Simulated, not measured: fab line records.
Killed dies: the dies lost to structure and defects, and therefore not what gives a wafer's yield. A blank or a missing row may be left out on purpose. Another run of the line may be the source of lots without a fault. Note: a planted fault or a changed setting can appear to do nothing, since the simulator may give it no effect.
Struck lot and sound lot, side by side :: flow nand harc :: 14 steps out of a route of 1302
Sound: the wafers L630.1, L630.3, L630.6. Struck: wafers L636.3, L636.4. (L636.5 of the same lot was not struck and is left out.) The cause comes at the end.
At each step with rows: each side's tool, then ch and its chambers, then its first start. Under that, the readings that differ: sound wafers :: struck wafers :: difference of the means :: sigmas: that difference in standard deviations of wafers without a fault.
alike: readings with means less than 2 such deviations apart, plus words and numbers identical on both sides. not compared: withheld readings, readings lacking a value on some wafer, bounds such as >300 that could conceal the same value, and numbers that have no deviation in the record and whose values overlap.
Wherever a step has rows on one side only, a row that says differs or no value, or a row with sigmas, the two part there. Numbers that don't overlap but have no deviation are shown without sigmas and don't part them. Lack of a reading on every wafer of one side parts them only where that side has two or more wafers.

NHARC_A_ZERO_WELL_INSPECT_17:
  sound on defect inspect-02 at day 8 06:37; struck on defect inspect-01 at day 10 19:25
  alike: raw defect count
then, 3 steps without rows for these wafers: NHARC_A_SOURCE_PLATE_PRECLEAN_00 (cleans in HF-LAST, time 60 s); NHARC_A_SOURCE_PLATE_SRD_01; NHARC_A_SOURCE_PLATE_OXIDE_02 (material SiO2, target thk 10 nm, ox time 1362 s).
NHARC_A_SOURCE_PLATE_THK_MEAS_09: measures by ellipsometry.
  sound on film metro-01 at day 8 13:53; struck on film metro-02 at day 11 02:37
  alike: thk nm
then, 3 steps without rows for these wafers: NHARC_A_SOURCE_PLATE_PVD_04 (deposits WSi2, target thk 50 nm); NHARC_A_SOURCE_PLATE_CVD_03 (deposits poly-Si, target thk 200 nm, time 4000 s); NHARC_A_SOURCE_PLATE_ANNEAL_05 (time 1800 s).
NHARC_A_SOURCE_PLATE_THK_MEAS_06: measures by ellipsometry.
  sound on film metro-01 at day 9 03:47; struck on film metro-01 at day 11 15:29
reading: thk nm (nm)
sound: 201.9 201.6 203.6
struck: 197.5 195.8
difference: -5.7
sigmas: -2
NHARC_A_SOURCE_PLATE_INSPECT_08:
  sound on defect inspect-02 at day 9 03:51; struck on defect inspect-01 at day 11 15:33
  alike: raw defect count
NHARC_A_ONON_D1_DEP_00: target thk 1000 nm.
  sound on pecvd onon-03 ch 0, day 9 03:55; struck on pecvd onon-02 ch 0, day 11 15:44
NHARC_A_ONON_D1_THK_MEAS_02: measures by ellipsometry.
  sound on film metro-02 at day 9 04:25; struck on film metro-02 at day 11 16:07
reading: thk nm (nm)
sound: 999 997 998
struck: 1242 1244
difference: +245
sigmas: +36
next comes 1 step that has no rows for these wafers: NHARC_A_ONON_D1_DEP_03 (target thickness 1000 nm).
NHARC_END_SORT_01:
  the record has rows for the sound wafers here (prober-02 ch 0, day 25 06:05) and none for the struck ones

## WHERE THEY PART
Last at NHARC_END_SORT_01 as far as this record goes, first at NHARC_A_SOURCE_PLATE_THK_MEAS_06.

WHY: the cause the simulator had injected
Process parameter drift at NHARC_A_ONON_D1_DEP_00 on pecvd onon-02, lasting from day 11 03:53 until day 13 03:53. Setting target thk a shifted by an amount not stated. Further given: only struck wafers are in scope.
